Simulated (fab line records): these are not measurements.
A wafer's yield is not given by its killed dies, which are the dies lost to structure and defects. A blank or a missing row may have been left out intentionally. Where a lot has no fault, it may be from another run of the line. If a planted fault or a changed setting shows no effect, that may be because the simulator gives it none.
fab line records	flow nandHarc	part 1 of 2: steps 1 to 19 of 27
[record] lots = 5	wafers = 15	lastDay = 32
route steps=1302 shown A_STAIRCASE@724
lots untouched by any fault: they come from a run of this same line in which no faults occurred
startH: the number of hours between the record's first day and the start of the first shown wafer of the lot	waitH: hours elapsed since this lot's preceding step	" repeats the value in the row above	L1.1+2: one row covering several wafers at once	- value missing, or start not given	* or withheld: withheld	< > ~ a bound
route shown NAME@n: names a module that has steps shown in the file, with the first one's number in the route	usual: the fault-free wafers' mean and standard deviation	same: alike in all rows	chamber/n: place in a boat	sites: the reading at each site	_std_site: standard deviation across them	_edge_site: the outer-site mean with the inner-site mean subtracted	radiusMm: for every site, how far away it sits from the centre of the wafer	mask NAME#n: copy n	behind: the tool/chamber that last shaped the wafer	hold: the reason the lot was held/the length of the hold in hours/how it ended	device: names the non-switching transistor (n, p or np)	end of line: the tests these same wafers got at the end of their route	a step with no rows: only its recipe	killed: count of dies lost to structure and defects at first sort (not the wafer's yield)	map: the dies of a wafer, with x for killed, . for not killed, _ for no die there
set.NAME: the setting as run; set.NAME@STEP: as run at that earlier step	model.NAME: the simulator's own value behind a step, which no gauge read
lots at some steps of the route; a table a step, a row a wafer
services: the hour from which a tool's chamber was out of use, counted from the record's first day as startH (under 0 if before that day), plus the number of hours and why
[[steps]]
[step NHARC_A_STAIRCASE_HMDS_210]
[recipe] timeS = 30
lot.wafer	tool	chamber	startH	waitH
L080.1+3+5	lithoTrack-03	0	-	-
L082.2+4+5	lithoTrack-07	0	-	-
L089.4+5+6	lithoTrack-02	0	-	-
L088.1+3+4	lithoTrack-07	0	-	-
L093.3+4+6	lithoTrack-03	0	-	-
[step NHARC_A_STAIRCASE_COAT_211]
[recipe] spinRpm = 1200
lot.wafer	tool	chamber	startH	waitH
L080.1+3+5	lithoTrack-03	0	-	-
L082.2+4+5	lithoTrack-07	0	-	-
L089.4+5+6	lithoTrack-02	0	-	-
L088.1+3+4	lithoTrack-07	0	-	-
L093.3+4+6	lithoTrack-03	0	-	-
[step NHARC_A_STAIRCASE_SOFTBAKE_212]
[recipe] tempC = 135	timeS = 170
[usual] plateTempC = 135.03/0.14
lot.wafer	tool	chamber	startH	waitH	plateTempC
L080.1	lithoTrack-03	0	-	-	134.90
L080.3	"	0	"	"	135.00
L080.5	"	0	"	"	134.93
L082.2	lithoTrack-07	0	-	-	135.07
L082.4	"	0	"	"	135.01
L082.5	"	0	"	"	134.90
L089.4	lithoTrack-02	0	-	-	135.14
L089.5	"	0	"	"	135.10
L089.6	"	0	"	"	135.19
L088.1	lithoTrack-07	0	-	-	135.17
L088.3	"	0	"	"	135.12
L088.4	"	0	"	"	135.17
L093.3	lithoTrack-03	0	-	-	134.89
L093.4	"	0	"	"	134.89
L093.6	"	0	"	"	135.02
[step NHARC_A_STAIRCASE_EBR_213]
lot.wafer	tool	chamber	startH	waitH
L080.1+3+5	lithoTrack-03	0	-	-
L082.2+4+5	lithoTrack-07	0	-	-
L089.4+5+6	lithoTrack-02	0	-	-
L088.1+3+4	lithoTrack-07	0	-	-
L093.3+4+6	lithoTrack-03	0	-	-
[step NHARC_A_STAIRCASE_EXPOSE_214]
[recipe] na = 0.5	doseMj = 31.26	maskId = STAIR_3
lot.wafer	tool	chamber	startH	waitH	mask
L080.1+3+5	krfScanner-02	0	437.27	-	STAIR_3#0
L082.2+4+5	krfScanner-01	0	437.99	-	STAIR_3#0
L089.4+5+6	krfScanner-01	0	512.48	-	STAIR_3#0
L088.1+3+4	krfScanner-02	0	514.01	-	STAIR_3#0
L093.3+4+6	krfScanner-02	0	549.85	-	STAIR_3#0
[step NHARC_A_STAIRCASE_PEB_215]
[recipe] pebTempC = 115	pebTimeS = 130
[usual] plateTempC = 115.00/0.15
lot.wafer	tool	chamber	startH	waitH	plateTempC
L080.1	lithoTrack-02	0	437.34	0.1	114.98
L080.3	"	0	"	"	114.87
L080.5	"	0	"	"	114.83
L082.2	lithoTrack-02	0	438.05	0.1	114.98
L082.4	"	0	"	"	114.82
L082.5	"	0	"	"	114.92
L089.4	lithoTrack-07	0	512.53	0.0	114.89
L089.5	"	0	"	"	114.71
L089.6	"	0	"	"	114.99
L088.1	lithoTrack-02	0	514.08	0.1	115.18
L088.3	"	0	"	"	115.23
L088.4	"	0	"	"	114.92
L093.3	lithoTrack-02	0	549.91	0.0	115.22
L093.4	"	0	"	"	115.23
L093.6	"	0	"	"	115.18
[step NHARC_A_STAIRCASE_DEVELOP_216]
[recipe] timeS = 140
lot.wafer	tool	chamber	startH	waitH
L080.1+3+5	lithoTrack-02	0	-	-
L082.2+4+5	lithoTrack-02	0	-	-
L089.4+5+6	lithoTrack-07	0	-	-
L088.1+3+4	lithoTrack-02	0	-	-
L093.3+4+6	lithoTrack-02	0	-	-
[step NHARC_A_STAIRCASE_HARDBAKE_218]
[recipe] tempC = 120	timeS = 140
lot.wafer	tool	chamber	startH	waitH
L080.1+3+5	lithoTrack-02	0	437.56	-
L082.2+4+5	lithoTrack-03	0	438.27	-
L089.4+5+6	lithoTrack-03	0	512.76	-
L088.1+3+4	lithoTrack-07	0	514.29	-
L093.3+4+6	lithoTrack-02	0	550.14	-
[step NHARC_A_STAIRCASE_DESCUM_219]
[recipe] timeS = 3	o2FlowSccm = 200	arFlowSccm = 0	biasPowerW = 0	chemistry = O2
[usual] drypumpMotorCurrentA = 5.9/0.49	mfcArSccm = 0.010/0.012	oesProductAu = 1.002/0.0086	rfVppV = 57.6/0.8	showerheadPlenumPTorr = 1.86/0.043	throttleValvePct = 11.310/0.0084
lot.wafer	tool	chamber	startH	waitH	drypumpMotorCurrentA	mfcArSccm	oesProductAu	rfHoursCounterH	rfVppV	showerheadPlenumPTorr	throttleValvePct
L080.3	rieDiel-08	2	437.65	-	5.9	0	1.009	16	57.0	1.89	11.308
L080.1	"	1	"	"	4.8	0.026	1.026	21	57.4	1.88	11.321
L080.5	"	3	"	"	6.1	0.022	1.022	-	56.3	1.80	11.314
L082.4	rieDiel-04	2	438.36	-	6.6	0.031	1.011	19	58.5	1.81	11.308
L082.2	"	3	"	"	5.6	0.007	0.988	19	57.9	1.81	11.317
L082.5	"	3	"	"	5.6	0.007	0.993	-	57.6	1.81	11.311
L089.4	rieDiel-11	1	512.85	-	5.8	0	0.990	22	56.7	1.87	11.305
L089.5	"	3	"	"	5.9	0	1.006	-	57.7	1.85	11.310
L089.6	"	0	"	"	5.5	0	0.996	-	57.2	1.91	11.301
L088.3	rieDiel-04	1	514.39	-	5.8	0	1.003	46	58.0	1.88	11.314
L088.4	"	2	"	"	6.7	0.031	1.008	41	56.9	1.81	11.305
L088.1	"	0	"	"	6.5	0.025	1.002	43	57.8	1.91	11.302
L093.3	rieDiel-04	3	550.24	-	5.6	0.007	1.014	2	58.1	1.80	11.316
L093.4	"	0	"	"	6.4	0.025	1.002	2	57.1	1.91	11.303
L093.6	"	1	"	"	5.8	0	1.014	-	58.6	1.88	11.311
[step NHARC_A_STAIRCASE_TRIM_220]
[recipe] timeS = 211.2	o2FlowSccm = 500	arFlowSccm = 0	biasW = 0	chemistry = O2
[usual] drypumpMotorCurrentA = 5.8/0.52	mfcArSccm = 0.010/0.012	oesProductAu = 0.999/0.0079	rfVppV = 57.5/0.83	showerheadPlenumPTorr = 3.44/0.073	throttleValvePct = 17.036/0.0083
lot.wafer	tool	chamber	startH	waitH	drypumpMotorCurrentA	mfcArSccm	oesProductAu	rfHoursCounterH	rfVppV	showerheadPlenumPTorr	throttleValvePct
L080.1	rieDiel-08	0	437.75	0.1	5.3	0	1.002	20	57.8	3.52	17.044
L080.3	"	2	"	"	6.0	0	0.995	16	57.1	3.49	17.039
L080.5	"	3	"	"	6.2	0.022	1.005	-	58.2	3.33	17.042
L082.4	rieDiel-04	2	438.44	0.1	6.7	0.031	0.998	19	57.7	3.36	17.037
L082.2	"	0	"	"	6.5	0.025	1.008	23	57.8	3.53	17.024
L082.5	"	2	"	"	6.6	0.031	1.013	-	56.6	3.36	17.040
L089.4	rieDiel-11	3	512.97	0.1	5.9	0	1.005	31	56.7	3.42	17.023
L089.5	"	0	"	"	5.5	0	0.990	-	57.2	3.52	17.033
L089.6	"	1	"	"	5.8	0	1.003	-	59.1	3.45	17.023
L088.4	rieDiel-04	3	514.47	0.1	5.6	0.007	0.998	38	57.6	3.33	17.043
L088.3	"	0	"	"	6.5	0.025	1.010	43	57.2	3.52	17.034
L088.1	"	1	"	"	5.9	0	1.003	46	57.6	3.48	17.058
L093.4	rieDiel-04	2	550.30	0.1	6.6	0.031	0.999	2	56.5	3.34	17.030
L093.3	"	3	"	"	5.6	0.007	1.005	2	58.9	3.33	17.046
L093.6	"	2	"	"	6.6	0.031	0.995	-	56.8	3.34	17.026
[step NHARC_A_STAIRCASE_ETCH_221]
[recipe] targetDepthA = 1000	timeS = 40.5	ionEnergyEv = 400	c4f8FlowSccm = 20	o2FlowSccm = 10	arFlowSccm = withheld	rfW = 600	biasW = 1000	chemistry = C4F8/O2
[usual] oesProductAu = 0.939/0.013	rfVppV = 892.5/2.9
lot.wafer	tool	chamber	startH	waitH	oesProductAu	rfHoursCounterH	rfVppV
L080.3	rieDiel-08	3	-	-	0.944	15	889.5
L080.1	"	0	"	"	0.938	20	897.1
L080.5	"	2	"	"	0.946	-	894.5
L082.4	rieDiel-04	1	-	-	0.924	22	894.1
L082.2	"	2	"	"	0.925	19	890.6
L082.5	"	2	"	"	0.937	-	889.1
L089.4	rieDiel-11	3	-	-	0.967	31	893.5
L089.6	"	3	"	"	0.945	-	892.6
L089.5	"	0	"	"	0.945	-	896.1
L088.4	rieDiel-04	2	-	-	0.920	41	889.8
L088.1	"	3	"	"	0.933	38	889.7
L088.3	"	0	"	"	0.936	43	895.9
L093.3	rieDiel-04	1	-	-	0.967	2	894.7
L093.4	"	3	"	"	0.949	2	887.8
L093.6	"	1	"	"	0.956	-	894.0
[step NHARC_A_STAIRCASE_TRIM_222]
[recipe] timeS = 211.2	o2FlowSccm = 500	arFlowSccm = 0	biasW = 0	chemistry = O2
[usual] drypumpMotorCurrentA = 5.9/0.51	mfcArSccm = 0.010/0.012	oesProductAu = 1.000/0.0087	rfVppV = 57.7/0.87	showerheadPlenumPTorr = 3.44/0.074	throttleValvePct = 17.037/0.0088
lot.wafer	tool	chamber	startH	waitH	drypumpMotorCurrentA	mfcArSccm	oesProductAu	rfHoursCounterH	rfVppV	showerheadPlenumPTorr	throttleValvePct
L080.3	rieDiel-08	3	-	-	6.1	0.022	1.001	15	58.4	3.33	17.043
L080.1	"	0	"	"	5.3	0	1.006	20	58.4	3.52	17.033
L080.5	"	1	"	"	4.8	0.026	1.002	-	56.4	3.47	17.047
L082.4	rieDiel-04	3	-	-	5.6	0.007	1.004	19	59.2	3.34	17.037
L082.2	"	0	"	"	6.5	0.025	1.015	23	58.2	3.53	17.038
L082.5	"	3	"	"	5.6	0.007	0.998	-	57.0	3.34	17.037
L089.4	rieDiel-11	1	-	-	5.9	0	0.992	22	57.7	3.45	17.013
L089.6	"	3	"	"	5.9	0	1.009	-	58.1	3.42	17.041
L089.5	"	0	"	"	5.5	0	0.998	-	59.1	3.52	17.050
L088.4	rieDiel-04	2	-	-	6.7	0.031	1.001	41	56.6	3.35	17.013
L088.3	"	3	"	"	5.6	0.007	1.017	38	57.0	3.33	17.051
L088.1	"	0	"	"	6.5	0.025	1.004	43	58.3	3.52	17.038
L093.4	rieDiel-04	2	-	-	6.7	0.031	0.991	2	57.4	3.34	17.034
L093.3	"	0	"	"	6.5	0.025	0.996	2	57.4	3.52	17.051
L093.6	"	3	"	"	5.6	0.007	0.998	-	56.7	3.33	17.044
[step NHARC_A_STAIRCASE_ETCH_223]
[recipe] targetDepthA = 1000	timeS = 40.5	ionEnergyEv = 400	c4f8FlowSccm = 20	o2FlowSccm = 10	arFlowSccm = withheld	rfW = 600	biasW = 1000	chemistry = C4F8/O2
[usual] oesProductAu = 0.944/0.0099	rfVppV = 892.5/2.7
lot.wafer	tool	chamber	startH	waitH	oesProductAu	rfHoursCounterH	rfVppV
L080.1	rieDiel-08	3	-	-	0.965	15	888.4
L080.3	"	1	"	"	0.945	22	894.6
L080.5	"	3	"	"	0.965	-	888.9
L082.2	rieDiel-04	3	-	-	0.936	19	888.8
L082.4	"	0	"	"	0.947	23	897.1
L082.5	"	2	"	"	0.953	-	890.5
L089.4	rieDiel-11	0	-	-	0.936	27	892.7
L089.6	"	2	"	"	0.951	-	889.7
L089.5	"	3	"	"	0.957	-	891.7
L088.1	rieDiel-04	2	-	-	0.934	41	891.8
L088.4	"	3	"	"	0.950	39	889.4
L088.3	"	1	"	"	0.925	46	893.0
L093.4	rieDiel-04	1	-	-	0.962	2	893.8
L093.3	"	2	"	"	0.924	2	888.2
L093.6	"	1	"	"	0.956	-	893.2
[step NHARC_A_STAIRCASE_TRIM_224]
[recipe] timeS = 211.2	o2FlowSccm = 500	arFlowSccm = 0	biasW = 0	chemistry = O2
[usual] drypumpMotorCurrentA = 5.8/0.53	mfcArSccm = 0.010/0.012	oesProductAu = 1.001/0.0083	rfVppV = 57.6/0.87	showerheadPlenumPTorr = 3.44/0.07	throttleValvePct = 17.036/0.0086
lot.wafer	tool	chamber	startH	waitH	drypumpMotorCurrentA	mfcArSccm	oesProductAu	rfHoursCounterH	rfVppV	showerheadPlenumPTorr	throttleValvePct
L080.1	rieDiel-08	1	-	-	4.8	0.026	1.011	22	57.6	3.47	17.044
L080.3	"	3	"	"	6.2	0.022	1.019	15	57.6	3.33	17.051
L080.5	"	1	"	"	4.8	0.026	1.007	-	57.2	3.47	17.043
L082.4	rieDiel-04	3	-	-	5.6	0.007	0.998	19	56.1	3.34	17.044
L082.2	"	1	"	"	5.8	0	1.000	22	57.4	3.49	17.043
L082.5	"	0	"	"	6.4	0.025	1.018	-	58.3	3.53	17.027
L089.4	rieDiel-11	1	-	-	5.8	0	0.994	22	58.2	3.45	17.038
L089.6	"	3	"	"	5.9	0	1.004	-	58.6	3.42	17.033
L089.5	"	0	"	"	5.5	0	1.001	-	58.2	3.52	17.040
L088.1	rieDiel-04	1	-	-	5.9	0	1.002	46	57.9	3.48	17.038
L088.4	"	2	"	"	6.7	0.031	1.009	41	58.2	3.35	17.007
L088.3	"	3	"	"	5.6	0.007	1.007	39	57.0	3.33	17.053
L093.3	rieDiel-04	1	-	-	5.8	0	1.000	2	55.9	3.47	17.040
L093.4	"	3	"	"	5.6	0.007	0.994	2	57.7	3.33	17.054
L093.6	"	1	"	"	5.9	0	1.004	-	57.6	3.47	17.039
[step NHARC_A_STAIRCASE_ETCH_225]
[recipe] targetDepthA = 1000	timeS = 40.5	ionEnergyEv = 400	c4f8FlowSccm = 20	o2FlowSccm = 10	arFlowSccm = withheld	rfW = 600	biasW = 1000	chemistry = C4F8/O2
[usual] oesProductAu = 0.942/0.01	rfVppV = 892.5/2.8
lot.wafer	tool	chamber	startH	waitH	oesProductAu	rfHoursCounterH	rfVppV
L080.3	rieDiel-08	1	-	-	0.943	22	893.0
L080.1	"	2	"	"	0.939	17	894.8
L080.5	"	1	"	"	0.942	-	894.0
L082.4	rieDiel-04	0	-	-	0.957	23	896.8
L082.2	"	2	"	"	0.955	19	889.2
L082.5	"	0	"	"	0.941	-	897.1
L089.4	rieDiel-11	2	-	-	0.956	32	889.7
L089.5	"	1	"	"	0.933	-	894.1
L089.6	"	2	"	"	0.948	-	890.2
L088.1	rieDiel-04	2	-	-	0.940	42	889.8
L088.4	"	3	"	"	0.957	39	887.1
L088.3	"	0	"	"	0.941	44	895.1
L093.4	rieDiel-04	1	-	-	0.940	2	893.3
L093.3	"	2	"	"	0.940	3	889.4
L093.6	"	1	"	"	0.951	-	895.5
[step NHARC_A_STAIRCASE_TRIM_226]
[recipe] timeS = 211.2	o2FlowSccm = 500	arFlowSccm = 0	biasW = 0	chemistry = O2
[usual] drypumpMotorCurrentA = 5.9/0.5	mfcArSccm = 0.010/0.012	oesProductAu = 1.000/0.0084	rfVppV = 57.7/0.91	showerheadPlenumPTorr = 3.43/0.075	throttleValvePct = 17.037/0.0093
lot.wafer	tool	chamber	startH	waitH	drypumpMotorCurrentA	mfcArSccm	oesProductAu	rfHoursCounterH	rfVppV	showerheadPlenumPTorr	throttleValvePct
L080.1	rieDiel-08	0	-	-	5.3	0	1.002	20	56.4	3.52	17.032
L080.3	"	1	"	"	4.8	0.026	1.003	22	57.0	3.47	17.053
L080.5	"	1	"	"	4.8	0.026	1.007	-	59.0	3.47	17.042
L082.2	rieDiel-04	0	-	-	6.5	0.025	1.000	23	58.2	3.53	17.039
L082.4	"	1	"	"	5.8	0	0.995	22	58.0	3.49	17.043
L082.5	"	0	"	"	6.5	0.025	1.004	-	56.5	3.53	17.025
L089.4	rieDiel-11	3	-	-	5.9	0	1.002	31	57.2	3.42	17.052
L089.5	"	2	"	"	6.4	0	0.988	-	57.0	3.36	17.036
L089.6	"	3	"	"	5.9	0	1.005	-	58.0	3.42	17.032
L088.1	rieDiel-04	0	-	-	6.5	0.025	1.001	44	57.9	3.52	17.040
L088.4	"	1	"	"	5.8	0	1.003	47	58.4	3.48	17.033
L088.3	"	3	"	"	5.6	0.007	1.006	39	58.3	3.33	17.041
L093.4	rieDiel-04	3	-	-	5.6	0.007	0.996	3	58.4	3.33	17.012
L093.3	"	1	"	"	5.9	0	1.003	2	56.9	3.47	17.041
L093.6	"	3	"	"	5.6	0.007	1.000	-	58.2	3.33	17.034
[step NHARC_A_STAIRCASE_ETCH_227]
[recipe] targetDepthA = 1000	timeS = 40.5	ionEnergyEv = 400	c4f8FlowSccm = 20	o2FlowSccm = 10	arFlowSccm = withheld	rfW = 600	biasW = 1000	chemistry = C4F8/O2
[usual] oesProductAu = 0.942/0.01	rfVppV = 892.6/2.9
lot.wafer	tool	chamber	startH	waitH	oesProductAu	rfHoursCounterH	rfVppV
L080.3	rieDiel-08	3	-	-	0.947	15	889.3
L080.1	"	2	"	"	0.934	17	893.9
L080.5	"	3	"	"	0.958	-	889.2
L082.4	rieDiel-04	1	-	-	0.944	22	894.8
L082.2	"	2	"	"	0.956	19	889.4
L082.5	"	0	"	"	0.950	-	895.9
L089.4	rieDiel-11	3	-	-	0.939	32	892.3
L089.6	"	2	"	"	0.941	-	889.6
L089.5	"	3	"	"	0.939	-	891.3
L088.1	rieDiel-04	0	-	-	0.952	44	895.2
L088.4	"	1	"	"	0.934	47	893.6
L088.3	"	2	"	"	0.958	42	889.2
L093.4	rieDiel-04	0	-	-	0.941	3	897.8
L093.3	"	1	"	"	0.962	2	894.2
L093.6	"	3	"	"	0.940	-	888.5
[step NHARC_A_STAIRCASE_TRIM_229]
[recipe] timeS = 211.2	o2FlowSccm = 500	arFlowSccm = 0	biasW = 0	chemistry = O2
[usual] drypumpMotorCurrentA = 5.9/0.48	mfcArSccm = 0.009/0.012	oesProductAu = 1.000/0.0089	rfVppV = 57.5/0.87	showerheadPlenumPTorr = 3.43/0.075	throttleValvePct = 17.036/0.0094
lot.wafer	tool	chamber	startH	waitH	drypumpMotorCurrentA	mfcArSccm	oesProductAu	rfHoursCounterH	rfVppV	showerheadPlenumPTorr	throttleValvePct
L080.1	rieDiel-08	1	438.78	0.1	4.8	0.026	1.001	22	57.8	3.47	17.042
L080.3	"	3	"	"	6.1	0.022	1.023	15	57.8	3.33	17.035
L080.5	"	0	"	"	5.3	0	1.006	-	58.3	3.52	17.042
L082.4	rieDiel-08	0	439.49	0.1	5.3	0	0.994	21	57.8	3.52	17.034
L082.2	"	2	"	"	5.9	0	1.003	17	57.4	3.49	17.046
L082.5	"	3	"	"	6.1	0.022	1.013	-	57.4	3.33	17.039
L089.4	rieDiel-08	0	513.99	0.1	5.3	0	1.007	48	59.3	3.50	17.029
L089.5	"	2	"	"	6.0	0	1.004	-	58.0	3.47	17.025
L089.6	"	3	"	"	6.2	0.022	1.015	-	59.4	3.32	17.044
L088.4	rieDiel-11	1	515.51	0.1	5.8	0	0.996	22	56.6	3.45	17.023
L088.1	"	2	"	"	6.4	0	0.994	32	58.1	3.36	17.044
L088.3	"	0	"	"	5.5	0	0.995	28	57.1	3.52	17.026
L093.4	rieDiel-04	3	551.33	0.1	5.6	0.007	1.002	3	58.0	3.33	17.029
L093.3	"	0	"	"	6.4	0.025	0.994	3	58.1	3.52	17.047
L093.6	"	3	"	"	5.6	0.007	0.997	-	55.2	3.33	17.030
[step NHARC_A_STAIRCASE_ETCH_230]
[recipe] targetDepthA = 1000	timeS = 40.5	ionEnergyEv = 400	c4f8FlowSccm = 20	o2FlowSccm = 10	arFlowSccm = withheld	rfW = 600	biasW = 1000	chemistry = C4F8/O2
[usual] oesProductAu = 0.949/0.015	rfVppV = 892.7/2.8
lot.wafer	tool	chamber	startH	waitH	oesProductAu	rfHoursCounterH	rfVppV
L080.3	rieDiel-08	2	-	-	0.933	17	893.6
L080.1	"	1	"	"	0.946	22	893.4
L080.5	"	2	"	"	0.942	-	894.9
L082.4	rieDiel-08	2	-	-	0.940	17	894.6
L082.2	"	3	"	"	0.937	16	886.6
L082.5	"	1	"	"	0.937	-	894.0
L089.4	rieDiel-08	3	-	-	0.973	44	890.0
L089.5	"	2	"	"	0.963	-	894.6
L089.6	"	3	"	"	0.972	-	889.2
L088.3	rieDiel-11	3	-	-	0.931	32	892.3
L088.4	"	1	"	"	0.918	22	891.9
L088.1	"	2	"	"	0.915	32	891.5
L093.4	rieDiel-04	1	-	-	0.967	3	893.3
L093.3	"	2	"	"	0.949	3	888.7
L093.6	"	3	"	"	0.946	-	889.2
